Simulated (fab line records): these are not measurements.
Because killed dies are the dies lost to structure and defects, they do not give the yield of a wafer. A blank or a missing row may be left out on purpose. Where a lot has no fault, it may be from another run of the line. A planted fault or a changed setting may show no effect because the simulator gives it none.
Check for tools in common :: flow n5-finfet :: Sampled: 10 lots, 30 wafers

== WHY IT WAS OPENED ==
2 of 10 lots carry a flag on the reading RS_SD_P at N5_SD_ACTIVATION_RS_MEAS_03. Fault-free wafers read 56.2 ohm/sq, with a standard deviation of 0.86.
Rule: flag the lot when none of its wafers has a number, or when each of its wafers that has one lies beyond 4 standard deviations from that mean. The other lots count as sound.

lot: L563
measured: day 3 09:24
on: film-metro-01
RS_SD_P (ohm/sq), wafer by wafer: 56.3 56.1 55.7
flag: 

lot: L564
measured: day 3 18:49
on: film-metro-01
RS_SD_P (ohm/sq), wafer by wafer: 56.5 57.6 56.6
flag: 

lot: L565
measured: day 4 01:57
on: film-metro-01
RS_SD_P (ohm/sq), wafer by wafer: 55.8 55.6 55.1
flag: 

lot: L573
measured: day 6 05:38
on: film-metro-01
RS_SD_P (ohm/sq), wafer by wafer: 73.7 73.0 72.8
flag: FLAGGED

lot: L575
measured: day 6 13:19
on: film-metro-02
RS_SD_P (ohm/sq), wafer by wafer: 76.5 75.6 76.4
flag: FLAGGED

lot: L576
measured: day 6 19:01
on: film-metro-01
RS_SD_P (ohm/sq), wafer by wafer: 56.9 57.9 58.0
flag: 

lot: L577
measured: day 7 03:34
on: film-metro-01
RS_SD_P (ohm/sq), wafer by wafer: 56.4 56.5 56.0
flag: 

lot: L580
measured: day 7 16:53
on: film-metro-01
RS_SD_P (ohm/sq), wafer by wafer: 56.2 55.4 56.1
flag: 

lot: L582
measured: day 8 06:17
on: film-metro-01
RS_SD_P (ohm/sq), wafer by wafer: 56.8 57.7 57.6
flag: 

lot: L585
measured: day 8 23:10
on: film-metro-01
RS_SD_P (ohm/sq), wafer by wafer: 55.9 56.1 55.6
flag: 
The numbers of the flagged lots are 74.7 ohm/sq on average: +18.5 ohm/sq against the usual, or +21 standard deviations.

== EACH LOT AND THE TOOL IT RAN ON ==
Before the reading, the record contains 2 process steps out of a 1938-step route. Each cell gives the tool, then ch followed by the chambers the sampled wafers passed through, then the start.
lot: L563
flag: 
N5_SD_EPI_P_EPI_21: epi-rpcvd-02 ch 0, day 3 06:48
N5_SD_ACTIVATION_LSA_01: laser-anneal-02 ch 0, day 3 09:13

lot: L564
flag: 
N5_SD_EPI_P_EPI_21: epi-rpcvd-04 ch 0, day 3 15:14
N5_SD_ACTIVATION_LSA_01: laser-anneal-02 ch 0, day 3 18:35

lot: L565
flag: 
N5_SD_EPI_P_EPI_21: epi-rpcvd-03 ch 0, day 3 23:09
N5_SD_ACTIVATION_LSA_01: laser-anneal-01 ch 0, day 4 01:45

lot: L573
flag: FLAGGED
N5_SD_EPI_P_EPI_21: epi-rpcvd-04 ch 0, day 6 01:58
N5_SD_ACTIVATION_LSA_01: laser-anneal-01 ch 0, day 6 05:25

lot: L575
flag: FLAGGED
N5_SD_EPI_P_EPI_21: epi-rpcvd-04 ch 0, day 6 10:52
N5_SD_ACTIVATION_LSA_01: laser-anneal-01 ch 0, day 6 13:08

lot: L576
flag: 
N5_SD_EPI_P_EPI_21: epi-rpcvd-03 ch 0, day 6 15:29
N5_SD_ACTIVATION_LSA_01: laser-anneal-02 ch 0, day 6 18:49

lot: L577
flag: 
N5_SD_EPI_P_EPI_21: epi-rpcvd-03 ch 0, day 7 00:40
N5_SD_ACTIVATION_LSA_01: laser-anneal-01 ch 0, day 7 03:22

lot: L580
flag: 
N5_SD_EPI_P_EPI_21: epi-rpcvd-03 ch 0, day 7 14:05
N5_SD_ACTIVATION_LSA_01: laser-anneal-02 ch 0, day 7 16:41

lot: L582
flag: 
N5_SD_EPI_P_EPI_21: epi-rpcvd-03 ch 0, day 8 03:13
N5_SD_ACTIVATION_LSA_01: laser-anneal-02 ch 0, day 8 06:05

lot: L585
flag: 
N5_SD_EPI_P_EPI_21: epi-rpcvd-02 ch 0, day 8 21:02
N5_SD_ACTIVATION_LSA_01: laser-anneal-01 ch 0, day 8 22:59
What the steps here do:
- N5_SD_EPI_P_EPI_21: deposits SiGe:B, time 355 s.
- N5_SD_ACTIVATION_LSA_01: time 0.0008 s.
- N5_SD_ACTIVATION_RS_MEAS_03: measures by four-point-probe.

== FLAGGED AGAINST TOTAL, ONE TOOL AT A TIME (gauges that did the reading follow at the end) ==
step: N5_SD_EPI_P_EPI_21
tool: epi-rpcvd-02
lots run: 2
flagged: 0
share of the flagged lots: none
sound lots run after its first flagged lot: -

step: N5_SD_EPI_P_EPI_21
tool: epi-rpcvd-03
lots run: 5
flagged: 0
share of the flagged lots: none
sound lots run after its first flagged lot: -

step: N5_SD_EPI_P_EPI_21
tool: epi-rpcvd-04
lots run: 3
flagged: 2
share of the flagged lots: all
sound lots run after its first flagged lot: 0

step: N5_SD_ACTIVATION_LSA_01
tool: laser-anneal-01
lots run: 5
flagged: 2
share of the flagged lots: all
sound lots run after its first flagged lot: 2 (L577,L585)

step: N5_SD_ACTIVATION_LSA_01
tool: laser-anneal-02
lots run: 5
flagged: 0
share of the flagged lots: none
sound lots run after its first flagged lot: -

step: N5_SD_ACTIVATION_RS_MEAS_03
tool: film-metro-01
lots run: 9
flagged: 1
share of the flagged lots: some
sound lots run after its first flagged lot: 5 (L576,L577,L580,L582,L585)

step: N5_SD_ACTIVATION_RS_MEAS_03
tool: film-metro-02
lots run: 1
flagged: 1
share of the flagged lots: some
sound lots run after its first flagged lot: 0

== WHAT THE TABLE PERMITS ==
In 2 table rows, all flagged lots were run: epi-rpcvd-04 (N5_SD_EPI_P_EPI_21), laser-anneal-01 (N5_SD_ACTIVATION_LSA_01).
- epi-rpcvd-04 at N5_SD_EPI_P_EPI_21 ran 3 lots, 2 of them flagged. It ran its last sound lot, L564, at day 3 15:14 and its first flagged lot, L573, at day 6 01:58: a fault with its onset between the two fits.
- laser-anneal-01 at N5_SD_ACTIVATION_LSA_01 ran 5 lots, 2 of them flagged. After the first flagged lot (L577, L585), sound lots still ran on it; a lasting fault on the whole tool would not permit that.
Just one tool remains: epi-rpcvd-04 at N5_SD_EPI_P_EPI_21.

== WHAT THE SIMULATOR HAD PUT IN ==
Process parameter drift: epi-rpcvd-04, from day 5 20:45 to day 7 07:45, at N5_SD_EPI_P_EPI_21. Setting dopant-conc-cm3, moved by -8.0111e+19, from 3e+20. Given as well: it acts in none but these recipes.
Struck lots among those shown: L573, L575. The rule above found the same.
